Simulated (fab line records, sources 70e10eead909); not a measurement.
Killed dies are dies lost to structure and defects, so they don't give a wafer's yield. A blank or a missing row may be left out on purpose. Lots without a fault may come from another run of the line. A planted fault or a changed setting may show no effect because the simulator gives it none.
Which tool did it? | flow nand_harc | 24 lots, 72 wafers sampled, at 5 steps of a route of 1159

WHAT THE GAUGES READ, wafer by wafer
NHARC_A_CONTACT_CD_MEAS_80.
lot  | measured     | on        | cd_nm (nm)
L077 | day 17 02:19 | cd_sem-02 | 190.2 189.8 190.3
L074 | day 17 08:11 | cd_sem-02 | 188.5 188.6 188.9
L075 | day 17 09:08 | cd_sem-01 | 189.0 189.1 189.1
L079 | day 17 10:18 | cd_sem-01 | 190.6 189.9 189.4
L076 | day 17 11:25 | cd_sem-03 | 189.0 189.2 188.5
L078 | day 17 13:10 | cd_sem-02 | 190.7 190.8 189.5
L080 | day 17 23:26 | cd_sem-03 | 189.3 190.1 189.8
L081 | day 18 11:00 | cd_sem-02 | 189.7 190.0 189.8
L083 | day 18 11:26 | cd_sem-03 | 190.3 190.8 190.4
L082 | day 18 16:12 | cd_sem-03 | 190.9 190.3 191.0
L085 | day 19 04:56 | cd_sem-01 | 189.1 188.4 188.5
L084 | day 19 05:44 | cd_sem-02 | 187.7 187.5 187.8
L087 | day 19 15:52 | cd_sem-01 | 190.0 189.4 189.6
L086 | day 19 15:56 | cd_sem-03 | 189.9 190.0 189.4
L090 | day 20 11:47 | cd_sem-03 | 188.5 188.7 188.6
L089 | day 20 13:14 | cd_sem-01 | 188.9 189.6 189.2
L088 | day 20 22:35 | cd_sem-02 | 190.8 190.3 189.9
L091 | day 20 22:59 | cd_sem-01 | 188.6 188.8 189.2
L093 | day 21 03:18 | cd_sem-03 | 190.3 189.8 189.0
L092 | day 21 05:27 | cd_sem-03 | 190.1 189.4 189.2
L096 | day 22 03:08 | cd_sem-03 | 190.8 189.7 190.1
L094 | day 22 05:02 | cd_sem-02 | 187.7 188.5 188.6
L095 | day 22 07:57 | cd_sem-01 | 189.4 189.6 190.0
L097 | day 22 10:31 | cd_sem-02 | 188.9 189.2 189.3

WHICH TOOL RAN EACH LOT (tool, then ch and the chambers of the sampled wafers, then the start)
lot  | NHARC_A_CONTACT_ETCH_115             | NHARC_A_CONTACT_ETCH_90            | NHARC_A_CONTACT_ETCH_127             | NHARC_A_CONTACT_ETCH_131
L077 | har_cap_etch-03 ch 0,1, day 16 15:13 | rie_diel-11 ch 2,3, day 16 16:31   | har_cap_etch-03 ch 0,1, day 17 00:44 | har_cap_etch-03 ch 0,1, day 17 01:18
L074 | har_cap_etch-01 ch 0,1, day 16 19:13 | rie_diel-11 ch 1,2,3, day 16 20:32 | har_cap_etch-01 ch 0,1, day 17 06:26 | har_cap_etch-01 ch 0,1, day 17 07:01
L075 | har_cap_etch-02 ch 1, day 16 21:40   | rie_diel-11 ch 0,1,2, day 16 23:00 | har_cap_etch-03 ch 1, day 17 07:29   | har_cap_etch-03 ch 1, day 17 08:04
L079 | har_cap_etch-01 ch 0,1, day 16 23:08 | rie_diel-09 ch 0,2,3, day 17 00:28 | har_cap_etch-02 ch 0,1, day 17 08:37 | har_cap_etch-02 ch 0,1, day 17 09:10
L076 | har_cap_etch-01 ch 0,1, day 17 02:07 | rie_diel-06 ch 1,2,3, day 17 03:32 | har_cap_etch-03 ch 0,1, day 17 09:49 | har_cap_etch-03 ch 0,1, day 17 10:23
L078 | har_cap_etch-03 ch 1, day 17 04:29   | rie_diel-11 ch 0,3, day 17 05:48   | har_cap_etch-01 ch 0,1, day 17 11:31 | har_cap_etch-01 ch 0,1, day 17 12:05
L080 | har_cap_etch-03 ch 0,1, day 17 14:19 | rie_diel-09 ch 0,1,3, day 17 15:37 | har_cap_etch-02 ch 0,1, day 17 21:41 | har_cap_etch-02 ch 0,1, day 17 22:15
L081 | har_cap_etch-01 ch 0,1, day 18 02:14 | rie_diel-11 ch 0,2, day 18 03:45   | har_cap_etch-03 ch 0,1, day 18 09:22 | har_cap_etch-03 ch 0,1, day 18 09:56
L083 | har_cap_etch-03 ch 0,1, day 18 02:33 | rie_diel-09 ch 2,3, day 18 03:51   | har_cap_etch-02 ch 0,1, day 18 09:51 | har_cap_etch-02 ch 0,1, day 18 10:25
L082 | har_cap_etch-01 ch 0,1, day 18 07:36 | rie_diel-11 ch 0,3, day 18 09:00   | har_cap_etch-01 ch 0,1, day 18 14:29 | har_cap_etch-01 ch 0,1, day 18 15:02
L085 | har_cap_etch-01 ch 0,1, day 18 19:11 | rie_diel-09 ch 0,1, day 18 20:30   | har_cap_etch-01 ch 1, day 19 02:33   | har_cap_etch-01 ch 1, day 19 03:18
L084 | har_cap_etch-03 ch 0, day 18 19:29   | rie_diel-11 ch 0,3, day 18 20:49   | har_cap_etch-03 ch 0,1, day 19 03:46 | har_cap_etch-03 ch 0,1, day 19 04:26
L087 | har_cap_etch-02 ch 0,1, day 19 05:35 | rie_diel-11 ch 0,1, day 19 06:55   | har_cap_etch-01 ch 0,1, day 19 13:48 | har_cap_etch-01 ch 0,1, day 19 14:34
L086 | har_cap_etch-01 ch 0,1, day 19 06:36 | rie_diel-11 ch 1,2, day 19 08:16   | har_cap_etch-03 ch 0,1, day 19 14:18 | har_cap_etch-03 ch 0,1, day 19 14:52
L090 | har_cap_etch-03 ch 0,1, day 20 01:46 | rie_diel-11 ch 0,2, day 20 03:26   | har_cap_etch-01 ch 0,1, day 20 10:09 | har_cap_etch-01 ch 0,1, day 20 10:43
L089 | har_cap_etch-02 ch 0,1, day 20 02:08 | rie_diel-06 ch 1,2,3, day 20 03:31 | har_cap_etch-03 ch 0,1, day 20 11:07 | har_cap_etch-03 ch 0,1, day 20 11:52
L088 | har_cap_etch-02 ch 0,1, day 20 13:25 | rie_diel-11 ch 0,1,3, day 20 14:43 | har_cap_etch-02 ch 0,1, day 20 20:59 | har_cap_etch-02 ch 0,1, day 20 21:32
L091 | har_cap_etch-01 ch 0,1, day 20 14:33 | rie_diel-06 ch 1,3, day 20 15:52   | har_cap_etch-01 ch 0,1, day 20 21:24 | har_cap_etch-01 ch 0,1, day 20 21:58
L093 | har_cap_etch-01 ch 0,1, day 20 18:52 | rie_diel-11 ch 0,1, day 20 20:10   | har_cap_etch-03 ch 0,1, day 21 01:43 | har_cap_etch-03 ch 0,1, day 21 02:17
L092 | har_cap_etch-03 ch 0,1, day 20 19:39 | rie_diel-11 ch 0,1,2, day 20 20:58 | har_cap_etch-03 ch 0,1, day 21 03:51 | har_cap_etch-03 ch 0,1, day 21 04:25
L096 | har_cap_etch-03 ch 0,1, day 21 18:50 | rie_diel-09 ch 0,1,3, day 21 20:08 | har_cap_etch-02 ch 0,1, day 22 01:33 | har_cap_etch-02 ch 0,1, day 22 02:07
L094 | har_cap_etch-02 ch 0,1, day 21 20:09 | rie_diel-11 ch 1,2,3, day 21 21:28 | har_cap_etch-01 ch 0,1, day 22 03:20 | har_cap_etch-01 ch 0,1, day 22 03:54
L095 | har_cap_etch-01 ch 0,1, day 21 23:23 | rie_diel-11 ch 1,3, day 22 00:40   | har_cap_etch-02 ch 0,1, day 22 06:10 | har_cap_etch-02 ch 0,1, day 22 06:44
L097 | har_cap_etch-03 ch 0,1, day 22 01:16 | rie_diel-11 ch 1,2,3, day 22 02:36 | har_cap_etch-02 ch 0,1, day 22 08:55 | har_cap_etch-02 ch 0,1, day 22 09:29
- NHARC_A_CONTACT_ETCH_115: etches the open film in C4F8/O2/Ar, time 94 s, target depth 922 nm.
- NHARC_A_CONTACT_ETCH_90: etches the open film in CH3F/O2, target depth 40 nm, time 85.7 s.
- NHARC_A_CONTACT_ETCH_127: etches the open film in C4F8/O2/Ar, time 155 s, target depth 956 nm.
- NHARC_A_CONTACT_ETCH_131: etches the open film in C4F8/O2/Ar, time 155 s, target depth 956 nm.

WHAT THE TOOLS THEMSELVES READ (means of the sampled wafers that have a number; where no wafer has one, the mark that the record gives instead)
NHARC_A_CONTACT_ETCH_90.
lot  | tool        | drypump_motor_current_A (A) | oes_product_au (a.u.) | rf_vpp_V (V) | showerhead_plenum_p_Torr (Torr) | throttle_valve_pct (%)
L077 | rie_diel-11 | 5.5                         | 1.00                  | 246.1        | 2.57                            | 20.662
L074 | rie_diel-11 | 5.6                         | 0.93                  | 245.9        | 2.57                            | 20.665
L075 | rie_diel-11 | 5.4                         | 1.00                  | 244.8        | 2.47                            | 20.666
L079 | rie_diel-09 | 5.8                         | 0.93                  | 244.8        | 2.47                            | 20.666
L076 | rie_diel-06 | 5.7                         | 0.92                  | 243.9        | 2.45                            | 20.651
L078 | rie_diel-11 | 5.4                         | 0.93                  | 244.5        | 2.51                            | 20.654
L080 | rie_diel-09 | 5.6                         | 0.92                  | 244.9        | 2.47                            | 20.660
L081 | rie_diel-11 | 5.3                         | 1.00                  | 245.8        | 2.47                            | 20.665
L083 | rie_diel-09 | 6.3                         | 0.93                  | 245.3        | 2.48                            | 20.664
L082 | rie_diel-11 | 5.3                         | 0.93                  | 243.2        | 2.41                            | 20.671
L085 | rie_diel-09 | 5.5                         | 0.94                  | 245.1        | 2.46                            | 20.667
L084 | rie_diel-11 | 5.3                         | 0.95                  | 244.2        | 2.41                            | 20.660
L087 | rie_diel-11 | 5.3                         | 0.93                  | 242.8        | 2.39                            | 20.663
L086 | rie_diel-11 | 5.6                         | 0.93                  | 246.5        | 2.54                            | 20.661
L090 | rie_diel-11 | 5.3                         | 0.94                  | 244.0        | 2.46                            | 20.664
L089 | rie_diel-06 | 5.7                         | 0.92                  | 244.0        | 2.44                            | 20.662
L088 | rie_diel-11 | 5.5                         | 1.00                  | 244.7        | 2.49                            | 20.672
L091 | rie_diel-06 | 6.1                         | 0.99                  | 243.6        | 2.39                            | 20.666
L093 | rie_diel-11 | 5.3                         | 1.00                  | 242.8        | 2.39                            | 20.664
L092 | rie_diel-11 | 5.4                         | 0.92                  | 244.6        | 2.46                            | 20.665
L096 | rie_diel-09 | 5.6                         | 0.95                  | 244.4        | 2.46                            | 20.661
L094 | rie_diel-11 | 5.5                         | 0.97                  | 246.0        | 2.56                            | 20.665
L095 | rie_diel-11 | 5.6                         | 1.00                  | 245.8        | 2.58                            | 20.662
L097 | rie_diel-11 | 5.6                         | 0.94                  | 246.3        | 2.56                            | 20.667

THE ANSWER, worked out from the rows above alone
Rule: what is usual is taken from the lots themselves. Put in order of their means at a reading, lots are off if they are a third of the lots or fewer, leave a main group of 4 or more, and stand apart from it by a gap of 3 or more times the standard deviation of the main group's means; of several such gaps the widest counts. A main group whose means are all the same, to the digits that the tables above print for the reading, isn't used. A lot without any number at a reading at which 4 lots or more have one is off too. The other lots that the step has rows for count as sound. The gauges are gone through in route order, then the tools' own readings, and for those a lot's mean is taken as printed above. The first step at which some lot is off is used, and at that step the reading that is off furthest; a lot without a number counts as furthest.
No lot is off at any reading shown: from this, nothing can be told.

WHAT THE SIMULATOR HAD PUT IN
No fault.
